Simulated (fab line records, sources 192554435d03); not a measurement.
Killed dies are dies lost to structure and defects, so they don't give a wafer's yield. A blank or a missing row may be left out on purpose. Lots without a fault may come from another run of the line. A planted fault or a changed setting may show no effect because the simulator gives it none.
fab line records | flow n5_finfet
record lots=9 wafers=27 last_day=18
route steps=1938 shown MOL_CONTACT_COAG@532 BEOL_M4@1111
lots that met no fault: from a run of the same line without faults
start_h: hours from the record's first day to the start of the lot's first wafer shown | wait_h: hours since the lot's step before | " the same as in the row above | L1.1+2: a row that stands for several wafers | - no value, or no start given | * or withheld: withheld | < > ~ a bound
route shown NAME@n: a module of which the file shows steps, and the number in the route of the first | usual: mean/standard deviation of fault-free wafers | same: alike in all rows | chamber/n: place in a boat | sites: the reading at each site | _std_site: their standard deviation | _edge_site: outer sites' mean less inner sites' | radius_mm: how far each site lies from the wafer's centre | mask NAME#n: copy n | behind: the tool/chamber that last shaped the wafer | hold: why the lot was held/for how many hours/how that ended | device: the transistor (n, p or np) that didn't switch | end of line: the same wafers' tests at the end of the route | a step without rows: its recipe alone | killed: dies lost to structure and defects at the first sort, not the wafer's yield | map: a wafer's dies, x killed, . not, _ none there
set.NAME: the setting as run; set.NAME@STEP: as run at that earlier step | model.NAME: the simulator's own value behind a step, which no gauge read
steps of the route over a sample of lots; a table a step, a row a wafer
services: from which hour (start_h, from the record's first day; less than 0 if before it) a tool's chamber was out of use, for how many hours, and why
## steps
# step N5_MOL_CONTACT_COAG_ETCH_106
# recipe chemistry=N2/H2 target=SOC target_depth_a=800 overetch_a=160 mask_material=SiARC temp_c=40 time_s=120 ion_energy_ev=200 pressure_mtorr=30 source_w=840 bias_w=150 n2_flow_sccm=200 h2_flow_sccm=200
# usual drypump_motor_current_A=5.7/0.45 oes_product_au=0.72/0.058 rf_fwd_power_W=835.8/2.7 rf_vpp_V=523.3/2.5 showerhead_plenum_p_Torr=2.52/0.083 throttle_valve_pct=17.79/0.21
# columns lot.wafer tool chamber start_h wait_h drypump_motor_current_A oes_product_au rf_fwd_power_W rf_hours_counter_h rf_vpp_V showerhead_plenum_p_Torr throttle_valve_pct
L433.3 rie_diel-02 2 88.66 0.0 5.7 0.85 842.9 10 523.1 2.51 18.11
L433.4 " 0 " " 5.3 0.66 837.7 162 524.0 2.54 17.92
L433.6 " 1 " " 6.1 0.70 829.4 - 521.1 2.44 17.71
L435.3 rie_diel-01 2 100.39 0.0 5.6 0.72 836.1 89 523.8 2.58 17.89
L435.5 " 2 " " 5.6 0.71 836.5 - 524.9 2.58 17.87
L435.6 " 1 " " 5.1 0.62 833.1 - 520.0 2.39 18.01
L437.3 rie_diel-02 1 112.12 0.0 6.1 0.70 834.8 115 522.4 2.44 17.71
L437.5 " 1 " " 6.1 0.71 833.5 - 521.6 2.43 17.72
L437.6 " 0 " " 5.3 0.65 837.9 - 524.6 2.53 17.95
L442.3 rie_diel-02 2 144.41 0.0 5.7 0.79 834.8 35 523.1 2.50 18.15
L442.4 " 1 " " 6.1 0.69 833.3 129 520.9 2.43 17.74
L442.6 " 1 " " 6.1 0.69 836.1 - 520.7 2.43 17.72
L450.2 rie_diel-01 0 193.47 0.0 6.2 0.73 832.4 72 520.2 2.46 17.67
L450.4 " 2 " " 5.6 0.68 833.5 133 524.7 2.56 17.97
L450.5 " 1 " " 5.0 0.85 831.9 - 528.6 2.70 17.62
L452.2 rie_diel-01 2 201.99 0.0 5.6 0.68 835.7 136 523.5 2.56 17.97
L452.4 " 1 " " 5.0 0.83 836.3 7 529.6 2.70 17.63
L452.5 " 2 " " 5.7 0.68 833.2 - 522.1 2.56 17.97
L451.1 rie_diel-01 1 207.43 0.0 5.1 0.81 834.1 9 528.8 2.70 17.63
L451.2 " 3 " " 6.2 0.69 837.3 125 520.9 2.45 17.75
L451.5 " 1 " " 5.0 0.82 833.2 - 527.4 2.70 17.64
L453.3 rie_diel-04 1 208.48 0.0 5.4 0.67 838.7 151 520.1 2.46 18.11
L453.4 " 1 " " 5.4 0.67 837.4 - 522.4 2.46 18.11
L453.5 " 0 " " 6.1 0.76 835.0 - 520.0 2.47 17.66
L454.2 rie_diel-04 3 216.20 0.0 5.5 0.75 832.7 59 523.7 2.56 17.62
L454.3 " 0 " " 6.1 0.76 831.8 53 522.4 2.47 17.66
L454.5 " 2 " " 4.8 0.78 840.5 - 525.3 2.58 17.54
# step N5_MOL_CONTACT_COAG_CONTACT_ETCH_14
# recipe chemistry=C4F6/O2 target=SiO2 target_depth_a=275 overetch_a=85 mask_material=SOC pressure_mtorr=30 source_w=370 bias_w=185 Ar_flow_sccm=300 C4F6_flow_sccm=16 O2_flow_sccm=10 time_s=20 ion_energy_ev=259.6
# usual C4F6_flow_sccm=16.00/0.05 drypump_motor_current_A=5.7/0.45 oes_f_703_au=0.80/0.074 oes_product_au=0.69/0.055 rf_fwd_power_W=364.5/1.9 rf_vpp_V=692/3.1 showerhead_plenum_p_Torr=2.86/0.087 throttle_valve_pct=21.26/0.14
# columns lot.wafer tool chamber start_h wait_h C4F6_flow_sccm drypump_motor_current_A oes_f_703_au oes_product_au rf_fwd_power_W rf_hours_counter_h rf_vpp_V showerhead_plenum_p_Torr throttle_valve_pct
L433.3 rie_diel-02 2 88.76 0.0 16.03 5.7 0.95 0.80 364.7 10 692 2.84 21.43
L433.4 " 0 " " 15.94 5.3 0.73 0.62 368.1 162 693 2.89 21.39
L433.6 " 1 " " 16.03 6.1 0.77 0.67 364.5 - 689 2.79 21.35
L435.3 rie_diel-01 2 100.49 0.0 16.03 5.6 0.78 0.68 359.4 89 694 2.91 21.20
L435.5 " 2 " " 16.03 5.6 0.76 0.69 361.5 - 694 2.91 21.18
L435.6 " 1 " " 15.96 5.0 0.72 0.59 363.0 - 688 2.73 21.47
L437.3 rie_diel-02 1 112.22 0.0 16.02 6.1 0.76 0.66 363.0 115 689 2.78 21.34
L437.5 " 1 " " 16.09 6.2 0.76 0.66 364.9 - 689 2.78 21.34
L437.6 " 0 " " 16.13 5.3 0.72 0.62 366.2 - 693 2.88 21.39
L442.3 rie_diel-02 2 144.51 0.0 15.97 5.7 0.89 0.76 366.7 35 691 2.83 21.46
L442.4 " 1 " " 16.03 6.1 0.75 0.66 365.7 130 691 2.78 21.36
L442.6 " 1 " " 16.02 6.1 0.75 0.66 365.3 - 687 2.78 21.36
L450.2 rie_diel-01 0 193.57 0.0 16.01 6.2 0.85 0.71 362.7 72 691 2.80 21.26
L450.4 " 2 " " 15.94 5.6 0.73 0.65 360.9 133 692 2.89 21.26
L450.5 " 1 " " 16.05 5.0 0.97 0.79 363.0 - 699 3.06 21.15
L452.2 rie_diel-01 2 202.09 0.0 15.90 5.6 0.73 0.64 360.9 136 694 2.89 21.27
L452.4 " 1 " " 15.99 5.0 0.96 0.78 362.6 7 699 3.06 21.16
L452.5 " 2 " " 16.04 5.6 0.73 0.65 360.7 - 692 2.89 21.25
L451.1 rie_diel-01 1 207.53 0.0 16.04 5.0 0.94 0.78 363.7 9 700 3.06 21.16
L451.2 " 3 " " 16.07 6.1 0.73 0.65 363.5 125 690 2.79 21.28
L451.5 " 1 " " 16.02 5.1 0.95 0.77 363.2 - 699 3.06 21.15
L453.3 rie_diel-04 1 208.58 0.0 16.02 5.4 0.76 0.64 366.5 151 689 2.76 21.27
L453.4 " 1 " " 16.05 5.4 0.77 0.65 364.4 - 688 2.76 21.28
L453.5 " 0 " " 16.01 6.1 0.82 0.72 361.3 - 691 2.83 21.31
L454.2 rie_diel-04 3 216.30 0.0 16.00 5.5 0.81 0.72 363.4 59 693 2.95 21.41
L454.3 " 0 " " 16.00 6.1 0.82 0.72 363.4 53 691 2.83 21.31
L454.5 " 2 " " 15.99 4.7 0.86 0.73 368.7 - 694 2.91 21.00
# step N5_MOL_CONTACT_COAG_STRIP_98
# recipe chemistry=N2/H2 power_w=500 temp_c=40 pressure_mtorr=50 rf_frequency_hz=6e+07 overash_fraction=0.3 bias_power_w=8 h2_frac=0.5 n2_flow_sccm=300 h2_flow_sccm=300
# usual drypump_motor_current_A=5.7/0.45 oes_product_au=0.81/0.069 rf_vpp_V=54.1/1.6 showerhead_plenum_p_Torr=3.33/0.1 throttle_valve_pct=18.9/0.47
# columns lot.wafer tool chamber start_h wait_h drypump_motor_current_A oes_product_au rf_hours_counter_h rf_vpp_V showerhead_plenum_p_Torr throttle_valve_pct
L433.3 rie_diel-02 2 88.91 0.0 5.7 0.96 10 55.3 3.32 19.9
L433.4 " 0 " " 5.3 0.73 162 52.9 3.35 19.1
L433.6 " 1 " " 6.2 0.80 - 55.3 3.23 18.5
L435.3 rie_diel-01 2 100.64 0.0 5.6 0.81 89 52.7 3.41 19.3
L435.5 " 2 " " 5.6 0.82 - 56.5 3.41 19.3
L435.6 " 1 " " 5.0 0.69 - 52.7 3.17 19.0
L437.3 rie_diel-02 1 112.36 0.0 6.2 0.79 115 55.6 3.22 18.6
L437.5 " 1 " " 6.1 0.79 - 57.8 3.22 18.6
L437.6 " 0 " " 5.2 0.72 - 54.4 3.35 19.2
L442.3 rie_diel-02 2 144.65 0.0 5.7 0.92 36 55.1 3.31 19.9
L442.4 " 1 " " 6.1 0.77 130 55.3 3.21 18.6
L442.6 " 1 " " 6.1 0.77 - 54.7 3.21 18.6
L450.2 rie_diel-01 0 193.72 0.0 6.2 0.81 72 54.8 3.25 18.6
L450.4 " 2 " " 5.6 0.76 133 51.0 3.38 19.4
L450.5 " 1 " " 5.1 0.94 - 53.7 3.56 18.6
L452.2 rie_diel-01 2 202.23 0.0 5.6 0.76 136 51.9 3.38 19.4
L452.4 " 1 " " 5.0 0.93 7 54.1 3.56 18.6
L452.5 " 2 " " 5.7 0.77 - 53.2 3.38 19.4
L451.1 rie_diel-01 1 207.68 0.0 5.0 0.92 9 57.6 3.56 18.6
L451.2 " 3 " " 6.1 0.76 125 56.3 3.24 18.7
L451.5 " 1 " " 5.1 0.93 - 53.9 3.56 18.6
L453.3 rie_diel-04 1 208.73 0.0 5.4 0.75 151 55.2 3.25 19.6
L453.4 " 1 " " 5.4 0.74 - 53.1 3.25 19.6
L453.5 " 0 " " 6.1 0.85 - 53.5 3.27 18.7
L454.2 rie_diel-04 3 216.45 0.0 5.5 0.83 59 54.0 3.38 18.6
L454.3 " 0 " " 6.2 0.86 53 53.9 3.26 18.7
L454.5 " 2 " " 4.8 0.85 - 52.3 3.41 18.5
# step N5_MOL_CONTACT_COAG_SPUTTER_130
# recipe material=Co target_thk_a=475 temp_c=25 chamber_pressure_pa=0.5 power_w=3000
# usual cathode_dc_power_W=3000.0/0.57 throttle_valve_pct=29.8/0.92
# columns lot.wafer tool chamber start_h wait_h cathode_dc_power_W throttle_valve_pct
L433.3 pvd_sputter-02 - 93.69 0.0 3000.0 30.5
L433.4 " - " " 3000.3 30.2
L433.6 " - " " 3000.5 30.8
L435.3 pvd_sputter-03 - 108.65 0.0 2999.5 29.4
L435.5 " - " " 2999.9 29.3
L435.6 " - " " 2999.8 28.2
L437.3 pvd_sputter-03 - 117.10 0.0 3000.4 29.6
L437.5 " - " " 3000.1 29.7
L437.6 " - " " 3000.6 30.0
L442.3 pvd_sputter-03 - 148.88 0.0 3000.6 29.3
L442.4 " - " " 2999.0 29.7
L442.6 " - " " 3001.2 29.1
L450.2 pvd_sputter-03 - 198.05 0.0 3611.5 30.3
L450.4 " - " " 3611.7 29.3
L450.5 " - " " 3611.6 28.3
L452.2 pvd_sputter-03 - 209.22 0.0 3610.7 29.2
L452.4 " - " " 3611.1 28.2
L452.5 " - " " 3612.6 30.0
L453.3 pvd_sputter-01 - 217.03 0.0 3001.2 29.7
L453.4 " - " " 2999.9 29.2
L453.5 " - " " 2998.7 31.1
L451.1 pvd_sputter-02 - 217.07 0.0 3000.5 30.1
L451.2 " - " " 2999.4 30.8
L451.5 " - " " 3000.0 29.2
L454.2 pvd_sputter-02 - 221.19 0.0 3000.1 30.6
L454.3 " - " " 2999.9 31.6
L454.5 " - " " 2999.5 30.7
# step N5_BEOL_M4_RC_MEAS_101
# usual DIBL_N=36.0/2 DIBL_P=36.2/2.2 IOFF_N=0.16/0.034 IOFF_P=0.21/0.04 ION_N=675/12 ION_P=463/7.2 SS_N=71.6/0.6 SS_P=73.3/0.67 VT_N=250/3 VT_P=-251/3.4
# columns lot.wafer tool chamber start_h wait_h DIBL_N[mV/V] DIBL_P[mV/V] IOFF_N[nA/um] IOFF_P[nA/um] ION_N[uA/um] ION_P[uA/um] SS_N[mV/dec] SS_P[mV/dec] VT_N[mV] VT_P[mV]
L433.3 prober-02 0 169.71 0.3 37.7 36.6 0.17 0.21 670 452 72.3 74.3 251 -252
L433.4 " 0 " " 35.6 34.6 0.12 0.18 662 457 72.2 73.1 253 -255
L433.6 " 0 " " 35.6 34.4 0.14 0.18 650 451 71.8 73.6 250 -256
L435.3 prober-02 0 188.79 0.3 33.9 35.7 0.13 0.18 667 460 71.1 73.1 251 -252
L435.5 " 0 " " 35.8 37.6 0.15 0.19 680 460 71.4 73.6 248 -253
L435.6 " 0 " " 33.0 34.6 0.11 0.16 648 445 71.1 72.9 255 -255
L437.3 prober-02 0 198.35 0.3 35.2 35.2 0.14 0.18 681 460 71.1 73.5 251 -251
L437.5 " 0 " " 36.7 36.1 0.16 0.18 673 455 71.7 72.3 251 -254
L437.6 " 0 " " 34.6 35.2 0.13 0.17 665 461 70.6 72.1 250 -252
L442.3 prober-01 0 227.74 0.3 34.5 35.0 0.14 0.21 673 467 70.8 72.9 249 -248
L442.4 " 0 " " 34.3 34.6 0.13 0.20 668 465 70.4 72.5 252 -251
L442.6 " 0 " " 34.4 34.0 0.13 0.18 670 460 71.1 72.6 252 -251
L452.2 prober-02 0 275.28 0.2 35.3 36.7 0.16 0.24 681 470 71.8 73.5 248 -247
L452.4 " 0 " " 39.6 39.8 0.24 0.31 696 475 73.1 74.0 248 -246
L452.5 " 0 " " 34.0 33.5 0.14 0.20 660 460 71.3 72.9 251 -250
L450.2 prober-02 0 279.87 0.2 34.0 35.0 0.12 0.19 664 466 70.8 73.1 256 -253
L450.4 " 0 " " 35.0 35.1 0.13 0.19 669 453 71.7 73.5 253 -253
L450.5 " 0 " " 33.0 33.5 0.11 0.17 653 459 70.2 72.1 256 -252
L453.3 prober-02 0 309.24 0.3 38.0 38.2 0.18 0.23 675 462 71.4 74.1 250 -248
L453.4 " 0 " " 38.9 39.1 0.20 0.27 683 470 72.0 74.2 248 -247
L453.5 " 0 " " 38.2 38.4 0.18 0.23 682 469 72.5 74.7 248 -247
L451.1 prober-01 0 312.55 0.7 33.4 32.6 0.12 0.18 668 465 70.8 72.4 254 -252
L451.2 " 0 " " 39.1 40.0 0.22 0.32 695 480 72.0 74.7 245 -243
L451.5 " 0 " " 38.7 39.9 0.21 0.30 685 468 72.5 74.8 247 -247
L454.2 prober-02 0 314.82 0.2 36.8 36.9 0.16 0.20 672 463 71.1 73.5 249 -253
L454.3 " 0 " " 38.6 37.4 0.20 0.21 692 465 71.9 73.9 247 -251
L454.5 " 0 " " 34.2 32.8 0.13 0.16 664 452 71.2 71.9 252 -254
## services
# columns tool chamber start_h hours kind
rie_diel-04 2 85.92 7.1 repair
rie_diel-01 0 90.34 2.5 repair
rie_diel-04 - 93.97 28.1 pm
rie_diel-01 3 123.27 6.5 repair
rie_diel-02 0 128.23 12.0 repair
rie_diel-04 - 131.45 0.3 repair
rie_diel-01 1 162.05 - clean
rie_diel-01 1 162.05 - consumable_replace:focus_ring
rie_diel-01 1 162.05 - consumable_replace:showerhead
rie_diel-01 1 162.05 22.6 scheduled_down
rie_diel-01 1 162.05 22.6 vent_cycle
rie_diel-01 - 196.61 0.9 repair
rie_diel-04 3 198.02 17.3 repair
rie_diel-02 2 220.41 6.5 repair
rie_diel-04 1 221.06 3.8 repair
## key
first_sign step=N5_MOL_CONTACT_COAG_SPUTTER_130 reading=cathode_dc_power_W direction=up sigmas=99+ usual=* struck=*
effect none on later readings
met_at N5_MOL_CONTACT_COAG_SPUTTER_130
struck_lots L450,L452
not_acting_at N5_MOL_CONTACT_COAG_ETCH_106,N5_MOL_CONTACT_COAG_CONTACT_ETCH_14,N5_MOL_CONTACT_COAG_STRIP_98
onset_between 148.88 198.05
fault kind=process_parameter_drift tool=pvd_sputter-03 chamber=- onset_h=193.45 steps=N5_MOL_CONTACT_COAG_SPUTTER_130 channel=power_w offset=* shape=step end_h=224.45 acts_in=* stated=*
